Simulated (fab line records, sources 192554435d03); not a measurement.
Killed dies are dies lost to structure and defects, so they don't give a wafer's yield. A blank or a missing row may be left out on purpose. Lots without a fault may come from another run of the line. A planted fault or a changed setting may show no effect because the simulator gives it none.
A struck lot beside a sound one | flow n5_finfet | 37 steps out of a route of 1938
Sound: wafers L354.1, L354.2, L354.3. Struck: wafers L345.1, L345.4, L345.6. The cause comes at the end.
At each step with rows: each side's tool, then ch and its chambers, then its first start. Under that, the readings that differ: sound wafers | struck wafers | difference of the means | sigmas: that difference in standard deviations of wafers without a fault.
alike: readings whose means differ by less than 2 such deviations, and words and numbers that are the same on both sides. not compared: withheld readings, readings that some wafer has no value for, bounds like >300 that may hide the same value, and numbers for which the record gives no deviation and whose values overlap.
The two part at a step that has a row with sigmas, a row that says differs or no value, or rows on one side only. Numbers that don't overlap but have no deviation are shown without sigmas and don't part them. A reading that every wafer of one side lacks parts them only if that side has two wafers or more.

first, 9 steps without rows for these wafers: N5_BEOL_M4_ANNEAL_95 (time 240 s); N5_BEOL_M4_SPUTTER_96 (material Cu, target thk 4.5 nm, time 8.29 s); N5_BEOL_M4_ECD_50 (material Cu, target thk 300 nm); N5_BEOL_M4_ANNEAL_51 (time 90 s); N5_BEOL_M4_CMP_52 (polishes, stops on SiOC, t overpolish 6.8 s, target thk 40 nm); N5_BEOL_M4_PRE_CLEAN_60 (time 15 s); N5_BEOL_M4_CO_CAP_55 (material Co, precursor CCTBA/H2, target thk 2 nm, time 102.1 s); N5_BEOL_M4_PRE_CLEAN_56 (time 15 s); N5_BEOL_M4_DEP_57 (deposits SiCN from 3MS/NH3, target thk 8 nm, time 14 s).
N5_BEOL_M4_RC_MEAS_101:
  sound on prober-01 ch 0, day 13 22:36; struck on prober-02 ch 0, day 11 08:21
  alike: DIBL_N, DIBL_P, IOFF_N, IOFF_P, ION_N, ION_P, SS_N, SS_P, VT_N, VT_P
then, 24 steps without rows for these wafers: N5_BEOL_M5_ILD_DEP_00 (deposits SiCOH lowk from DEMS/porogen, target thk 140.64 nm, time 25.9 s); N5_BEOL_M5_CURE_79 (cures SiCOH lowk, time 240 s); N5_BEOL_M5_PECVD_70 (deposits SiO2 from TEOS/O2, target thk 16 nm, time 18 s); N5_BEOL_M5_HM_DEP_02 (deposits TiN, target thk 20 nm); N5_BEOL_M5_COAT_59 (time 60 s, resist thk 60 nm); N5_BEOL_M5_COAT_60 (time 60 s, resist thk 12 nm); N5_BEOL_M5_COAT_71 (time 60 s, resist thk 5 nm); N5_BEOL_M5_COAT_05 (resist thk 30 nm); N5_BEOL_M5_EBR_07; N5_BEOL_M5_SOFTBAKE_06 (time 60 s); N5_BEOL_M5_EXPOSE_08 (exposes mask M5, target cd 28 nm); N5_BEOL_M5_PEB_09 (peb time 60 s); N5_BEOL_M5_DEVELOP_10 (develop time 30 s); N5_BEOL_M5_DESCUM_16 (chemistry O2, time 7 s); N5_BEOL_M5_ETCH_72 (etches underlayer in N2/H2, target depth 6.5 nm, time 5.2 s); N5_BEOL_M5_ETCH_61 (etches SiARC in CF4, target depth 15.6 nm, time 26 s); N5_BEOL_M5_ETCH_62 (etches SOC in N2/H2, target depth 75 nm, overetch 15 nm, time 112.5 s); N5_BEOL_M5_STRIP_63 (strips in N2/H2); N5_BEOL_M5_STRIP_73 (strips in N2/H2); N5_BEOL_M5_STRIP_64 (strips in CF4); N5_BEOL_M5_HM_OPEN_17 (chemistry Cl2/BCl3, target TiN, target depth 20 nm, overetch 6 nm); N5_BEOL_M5_STRIP_19 (strips in O2); N5_BEOL_M5_COAT_65 (time 60 s, resist thk 60 nm); N5_BEOL_M5_COAT_66 (time 60 s, resist thk 12 nm).
N5_BEOL_M8_ALD_77: deposits TaN, target thk 2 nm, pulse time 2 s, purge time 3 s.
  sound on ald_metal-02 ch 0,2,3, day 15 22:07; struck on ald_metal-02 ch 1,2, day 12 21:46
  no value came back on the struck wafers for ald_cycles, chamber_pressure_Torr (Torr), heater_power_w (W); on the sound wafers ald_cycles reads 40 40 40
N5_BEOL_M8_CMP_52: polishes, stops on SiCOH lowk, t overpolish 6.9 s, target thk 80 nm.
  sound on cmp-03 ch 0,1,2, day 16 00:23; struck on cmp-01 ch 0,2,3, day 12 23:54
  reading                      | sound          | struck         | difference | sigmas
  barrier_field_endpoint_s (s) | 28.9 28.8 29.0 | 25.5 27.0 26.0 | -2.7       | -4
  alike: motor_current_A, retaining_ring_pressure_frac
-- the record jumps here: 3 days lie between the struck wafers' starts before and after (it left off in module BEOL_M8 and takes up again in module PASSIVATION, whose first step shown is number 1936 of the route) --
N5_PASSIVATION_PROBE_49:
  sound on prober-02, day 19 02:23; struck on prober-01, day 15 19:14
  reading                  | sound          | struck            | difference | sigmas
  defect_limited_yield (%) | 91.6 90.5 91.4 | 0 0 0             | -91        | -65
  killed_at_M4_up          | 23 17 17       | 1086 1086 1102    | +1072      | +99 or more
  killed_dies              | 99 112 102     | 1180 1180 1180    | +1076      | +67
  killed_on_rim            | 11 15 15       | 152 152 152       | +138       | +31
  sort_bin_4_leakage (%)   | 0 0 0          | 91.02 91.19 92.71 | +91.64     |
  sort_n_pass              | 1081 1068 1078 | 0 0 0             | -1076      | -67
  sort_yield_pct (%)       | 91.6 90.5 91.4 | 0 0 0             | -91        | -65
  alike: killed_at_M0_to_M3, killed_at_contacts, killed_at_front_end, killed_at_other, killed_open, killed_short, sort_bin_5_function, sort_bin_6_memory

WHERE THEY PART
First at N5_BEOL_M8_ALD_77; last, within this record, at N5_PASSIVATION_PROBE_49.

WHY: what the simulator had put in
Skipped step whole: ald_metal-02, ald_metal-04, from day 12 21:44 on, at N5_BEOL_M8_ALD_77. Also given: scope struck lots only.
